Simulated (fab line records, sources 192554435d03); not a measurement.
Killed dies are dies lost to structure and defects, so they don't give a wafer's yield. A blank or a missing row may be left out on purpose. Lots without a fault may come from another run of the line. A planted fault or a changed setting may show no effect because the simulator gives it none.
fab line records | flow n5_finfet | part 2 of 2: steps 25 to 31 of 31
record lots=5 wafers=15 last_day=17
route steps=1938 shown BEOL_M9@1457 BEOL_M10@1470
lots that met no fault: from a run of the same line without faults
start_h: hours from the record's first day to the start of the lot's first wafer shown | wait_h: hours since the lot's step before | " the same as in the row above | L1.1+2: a row that stands for several wafers | - no value, or no start given | * or withheld: withheld | < > ~ a bound
route shown NAME@n: a module of which the file shows steps, and the number in the route of the first | usual: mean/standard deviation of fault-free wafers | same: alike in all rows | chamber/n: place in a boat | sites: the reading at each site | _std_site: their standard deviation | _edge_site: outer sites' mean less inner sites' | radius_mm: how far each site lies from the wafer's centre | mask NAME#n: copy n | behind: the tool/chamber that last shaped the wafer | hold: why the lot was held/for how many hours/how that ended | device: the transistor (n, p or np) that didn't switch | end of line: the same wafers' tests at the end of the route | a step without rows: its recipe alone | killed: dies lost to structure and defects at the first sort, not the wafer's yield | map: a wafer's dies, x killed, . not, _ none there
set.NAME: the setting as run; set.NAME@STEP: as run at that earlier step | model.NAME: the simulator's own value behind a step, which no gauge read
lots at some steps of the route; a table a step, a row a wafer
services: from which hour (start_h, from the record's first day; less than 0 if before it) a tool's chamber was out of use, for how many hours, and why
## steps
# step N5_BEOL_M10_PEB_09
# recipe peb_temp_c=withheld peb_time_s=60 resist=CAR-ArF
# usual exhaust_pa=45.2/0.82
# same peb_time_s=60
# columns lot.wafer tool chamber start_h wait_h exhaust_pa
L081.1 litho_track-02 0 261.07 0.1 45.9
L081.3 " 0 " " 46.2
L081.6 " 0 " " 45.3
L083.1 litho_track-01 0 279.27 0.1 46.6
L083.2 " 0 " " 44.9
L083.4 " 0 " " 45.0
L087.4 litho_track-02 0 304.70 0.0 45.8
L087.5 " 0 " " 45.4
L087.6 " 0 " " 44.5
L091.1 litho_track-02 0 357.63 0.1 44.8
L091.3 " 0 " " 44.7
L091.5 " 0 " " 45.2
L094.1 litho_track-01 0 363.83 0.1 45.5
L094.4 " 0 " " 44.8
L094.5 " 0 " " 45.2
# step N5_BEOL_M10_DEVELOP_10
# recipe develop_time_s=30 developer=TMAH resist=CAR-ArF rinse_liquid=diw dry=air_spin dev_temp_c=23
# usual exhaust_pa=45.1/0.95
# columns lot.wafer tool chamber start_h wait_h exhaust_pa
L081.1 litho_track-02 0 - - 46.3
L081.3 " 0 " " 45.2
L081.6 " 0 " " 45.4
L083.1 litho_track-01 0 - - 44.2
L083.2 " 0 " " 46.6
L083.4 " 0 " " 46.0
L087.4 litho_track-02 0 - - 44.6
L087.5 " 0 " " 45.0
L087.6 " 0 " " 44.8
L091.1 litho_track-02 0 - - 44.3
L091.3 " 0 " " 42.8
L091.5 " 0 " " 44.8
L094.1 litho_track-01 0 - - 45.4
L094.4 " 0 " " 44.1
L094.5 " 0 " " 44.9
# step N5_BEOL_M10_CD_MEAS_11
# recipe target_cd_nm=64.1 landing_energy_ev=500 detector=se_inlens polarity=opening
# usual cd_nm=64.0/0.61
# columns lot.wafer tool chamber start_h wait_h cd_nm
L081.1 cd_sem-02 0 261.14 - 63.6
L081.3 " 0 " " 63.9
L081.6 " 0 " " 63.2
L083.1 cd_sem-01 0 279.34 - 64.5
L083.2 " 0 " " 64.4
L083.4 " 0 " " 64.5
L087.4 cd_sem-03 0 304.77 - 63.9
L087.5 " 0 " " 63.7
L087.6 " 0 " " 63.9
L091.1 cd_sem-02 0 357.70 - 64.5
L091.3 " 0 " " 64.8
L091.5 " 0 " " 65.0
L094.1 cd_sem-02 0 363.89 - 63.8
L094.4 " 0 " " 63.6
L094.5 " 0 " " 63.4
# step N5_BEOL_M10_OVL_MEAS_12
# recipe points_per_wafer=44
# usual M10_OVL=-0.4/0.76
# columns lot.wafer tool chamber start_h wait_h M10_OVL[nm]
L081.1 overlay-02 0 261.17 0.0 -0.8
L081.3 " 0 " " -0.8
L081.6 " 0 " " -0.1
L083.1 overlay-01 0 279.37 0.0 -1.9
L083.2 " 0 " " -2.0
L083.4 " 0 " " -1.4
L087.4 overlay-02 0 304.80 0.0 0.3
L087.5 " 0 " " -1.1
L087.6 " 0 " " -0.3
L091.1 overlay-02 0 357.73 0.0 -0.2
L091.3 " 0 " " -0.4
L091.5 " 0 " " -0.3
L094.1 overlay-02 0 363.93 0.0 -1.1
L094.4 " 0 " " -1.7
L094.5 " 0 " " -1.1
# step N5_BEOL_M10_INSPECT_13
# recipe mode=adi inspect_instrument=brightfield
# usual raw_defect_count=382/82
# columns lot.wafer tool chamber start_h wait_h raw_defect_count
L081.1 defect_inspect-02 - 261.19 0.0 371
L081.3 " - " " 354
L081.6 " - " " 471
L083.1 defect_inspect-02 - 279.40 0.0 381
L083.2 " - " " 409
L083.4 " - " " 412
L087.4 defect_inspect-02 - 304.82 0.0 313
L087.5 " - " " 414
L087.6 " - " " 355
L091.1 defect_inspect-02 - 357.75 0.0 665
L091.3 " - " " 371
L091.5 " - " " 506
L094.1 defect_inspect-01 - 363.95 0.0 477
L094.4 " - " " 369
L094.5 " - " " 322
# step N5_BEOL_M10_DESCUM_16
# recipe chemistry=O2 time_s=7.9 source_power_w=50 bias_power_w=20 pressure_mtorr=20 rf_frequency_hz=2.712e+07 temp_c=40 resist=CAR-ArF o2_flow_sccm=225
# usual drypump_motor_current_A=5.6/0.49 oes_product_au=0.81/0.088 rf_fwd_power_W=49.39/0.26 rf_vpp_V=243.4/1.5 showerhead_plenum_p_Torr=2.11/0.084 throttle_valve_pct=20.38/0.27
# columns lot.wafer tool chamber start_h wait_h drypump_motor_current_A oes_product_au rf_fwd_power_W rf_hours_counter_h rf_vpp_V showerhead_plenum_p_Torr throttle_valve_pct
L081.1 rie_diel-05 1 261.23 0.0 5.2 0.91 49.50 29 245.1 2.15 20.63
L081.3 " 2 " " 5.2 0.89 48.97 39 245.7 2.21 19.98
L081.6 " 2 " " 5.2 0.89 48.92 - 245.8 2.21 20.00
L083.1 rie_diel-06 0 279.43 0.0 5.8 0.86 49.14 66 246.4 2.20 20.37
L083.2 " 1 " " 5.8 0.73 49.41 176 241.4 2.00 20.53
L083.4 " 3 " " 6.0 0.76 49.33 159 244.6 2.20 20.77
L087.4 rie_diel-05 0 304.89 0.1 6.4 0.71 49.36 213 240.3 1.98 20.45
L087.5 " 3 " " 5.5 0.92 49.54 - 243.3 2.14 20.41
L087.6 " 0 " " 6.4 0.71 49.63 - 240.8 1.98 20.44
L091.1 rie_diel-06 1 357.85 0.1 5.8 0.71 49.37 203 240.6 1.99 20.57
L091.3 " 2 " " 5.0 0.90 49.26 45 241.5 2.06 19.94
L091.5 " 1 " " 5.8 0.72 49.51 - 241.1 1.99 20.58
L094.1 rie_diel-05 3 363.98 0.0 5.5 0.87 49.34 34 244.1 2.13 20.41
L094.4 " 1 " " 5.2 0.86 49.67 62 243.9 2.14 20.68
L094.5 " 1 " " 5.2 0.86 49.73 - 242.2 2.14 20.67
# step N5_BEOL_M10_ETCH_61
# recipe chemistry=CF4 target=SiARC target_depth_a=390 mask_material=CAR-ArF time_s=65 ion_energy_ev=80 pressure_mtorr=40 source_w=545 bias_w=36 Ar_flow_sccm=100 cf4_flow_sccm=100 ends=cleared
# usual drypump_motor_current_A=5.6/0.49 etch_rf_on_time_s=64.0/1.5 oes_product_au=0.70/0.078 rf_fwd_power_W=538.0/2.7 rf_vpp_V=184.3/1.3 showerhead_plenum_p_Torr=2.15/0.081 throttle_valve_pct=15.56/0.25
# columns lot.wafer tool chamber start_h wait_h drypump_motor_current_A etch_rf_on_time_s oes_product_au rf_fwd_power_W rf_hours_counter_h rf_vpp_V showerhead_plenum_p_Torr throttle_valve_pct
L081.1 rie_diel-05 1 261.26 0.0 5.1 63.5 0.77 541.9 29 183.8 2.18 15.59
L081.3 " 2 " " 5.2 62.6 0.77 532.5 39 186.4 2.26 15.26
L081.6 " 2 " " 5.2 62.9 0.77 531.7 - 185.9 2.26 15.25
L083.1 rie_diel-06 0 279.47 0.0 5.8 63.4 0.74 534.8 66 186.9 2.27 15.72
L083.2 " 1 " " 5.8 67.2 0.62 539.1 176 183.8 2.06 15.74
L083.4 " 3 " " 6.0 64.0 0.65 536.8 159 184.7 2.22 15.75
L087.4 rie_diel-05 0 304.93 0.0 6.4 65.6 0.61 540.6 213 183.0 2.03 15.70
L087.5 " 3 " " 5.5 61.8 0.79 537.1 - 183.0 2.18 15.53
L087.6 " 0 " " 6.4 65.9 0.60 538.8 - 184.3 2.03 15.69
L091.1 rie_diel-06 1 357.88 0.0 5.8 68.0 0.60 540.4 203 182.4 2.05 15.80
L091.3 " 2 " " 4.9 64.1 0.76 534.4 45 183.9 2.09 15.05
L091.5 " 1 " " 5.8 67.4 0.60 539.7 - 183.9 2.05 15.82
L094.1 rie_diel-05 3 364.02 0.0 5.5 62.4 0.75 538.9 34 183.9 2.17 15.57
L094.4 " 1 " " 5.2 63.4 0.73 539.0 62 185.6 2.17 15.66
L094.5 " 1 " " 5.1 63.8 0.73 539.6 - 183.5 2.17 15.66
## services
# columns tool chamber start_h hours kind
arfi_scanner-03 - 234.72 1.0 pm
cmp-01 - 235.47 5.8 pm
cmp-02 - 240.69 4.6 pm
cmp-01 - 243.11 1.0 repair
ald_metal-03 3 246.81 7.2 repair
arfi_scanner-01 - 262.99 0.8 pm
pecvd-02 - 264.28 5.5 pm
cmp-02 - 270.72 4.0 pm
cvd_co-01 - 272.76 6.0 pm
rie_diel-05 1 276.52 6.8 repair
arfi_scanner-01 - 293.20 1.0 pm
pvd_sputter-03 - 294.50 0.8 repair
cmp-04 - 296.61 0.9 repair
cmp-02 - 303.82 0.9 repair
rie_diel-05 2 314.84 9.9 repair
ald_metal-03 - 318.79 1.7 repair
uv_cure-02 - 320.44 7.5 pm
ecd_cu-01 - 323.62 1.7 repair
pecvd-03 - 324.74 0.7 repair
cmp-02 - 327.71 16.8 pm
cvd_co-02 - 328.35 1.1 repair
cmp-04 - 329.53 6.7 pm
cmp-04 - 341.12 1.1 repair
arfi_scanner-01 - 351.70 1.3 pm
